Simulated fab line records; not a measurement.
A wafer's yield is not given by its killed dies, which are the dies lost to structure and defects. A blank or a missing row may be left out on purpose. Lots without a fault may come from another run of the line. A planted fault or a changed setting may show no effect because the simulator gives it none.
Tool commonality check	flow nand_harc	6 wafers sampled across 2 lots

== WHY THIS WAS OPENED ==
On 2 of the 2 lots, a flag is raised at NHARC_END_SORT_01 on the reading killed_at_array. Wafers without a fault read 29, standard deviation 11.
Rule: a lot is flagged in two cases, either no wafer of it has a number, or all its wafers with numbers fall more than 4 standard deviations from that mean. All remaining lots are regarded as sound.

lot	measured	on	killed_at_array, wafer by wafer	flag
L782	day 24 06:12	prober-02	135 122 121	FLAGGED
L785	day 25 03:05	prober-01	95 126 103	FLAGGED
The numbers of the flagged lots are 117 on average: +88 against the usual, or +8 standard deviations.

== LOT BY LOT: THE TOOL USED ==
3 process steps preceding the reading are held in the record, out of 1159 steps in the route. Each cell gives the tool, then ch followed by the chambers the sampled wafers passed through, then the start.
lot	flag	NHARC_A_CONTACT_ETCH_139	NHARC_A_BONDPAD_PRE_CLEAN_26	NHARC_THIN_TSV_DESCUM_14
L782	FLAGGED	har_cap_etch-02 ch 0, day 21 21:07	pvd_sputter-02, day 23 08:19 or earlier	rie_diel-02 ch 0,3, day 23 08:19
L785	FLAGGED	har_cap_etch-02 ch 0,1, day 22 13:20	pvd_sputter-01, day 24 10:31 or earlier	rie_diel-13 ch 0,3, day 24 10:31
What the steps here do:
- NHARC_A_CONTACT_ETCH_139: etches the open film in C4F8/O2/Ar, time 137 s, target depth 590 nm.
- NHARC_A_BONDPAD_PRE_CLEAN_26: time 30 s.
- NHARC_THIN_TSV_DESCUM_14: chemistry O2, time 3 s.
- NHARC_END_SORT_01

== FLAGGED AGAINST TOTAL, ONE TOOL AT A TIME (gauges that did the reading follow at the end) ==
step	tool	lots run	flagged	share of the flagged lots	sound lots run after its first flagged lot
NHARC_A_CONTACT_ETCH_139	har_cap_etch-02	2	2	all	0
NHARC_A_BONDPAD_PRE_CLEAN_26	pvd_sputter-01	1	1	some	0
NHARC_A_BONDPAD_PRE_CLEAN_26	pvd_sputter-02	1	1	some	0
NHARC_THIN_TSV_DESCUM_14	rie_diel-02	1	1	some	0
NHARC_THIN_TSV_DESCUM_14	rie_diel-13	1	1	some	0
NHARC_END_SORT_01	prober-01	1	1	some	0
NHARC_END_SORT_01	prober-02	1	1	some	0
NHARC_A_BONDPAD_PRE_CLEAN_26: start missing for some lots; hours and lot order therefore follow NHARC_THIN_TSV_DESCUM_14.

== THE TABLE: WHAT IT ALLOWS ==
In the table, 1 row covers all flagged lots: har_cap_etch-02 at NHARC_A_CONTACT_ETCH_139.
- har_cap_etch-02 at NHARC_A_CONTACT_ETCH_139: 2 of its 2 lots flagged. Because this sample shows no sound lot run on it before its first flagged lot, the start cannot be pinned down more closely.
One tool is left: har_cap_etch-02 at NHARC_A_CONTACT_ETCH_139.

== WHAT THE SIMULATOR HAD PUT IN ==
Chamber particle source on har_cap_etch-02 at NHARC_A_CONTACT_ETCH_139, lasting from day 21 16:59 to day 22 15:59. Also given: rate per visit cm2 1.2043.
Lots struck among those shown: L782, L785. The rule above reached the same finding.
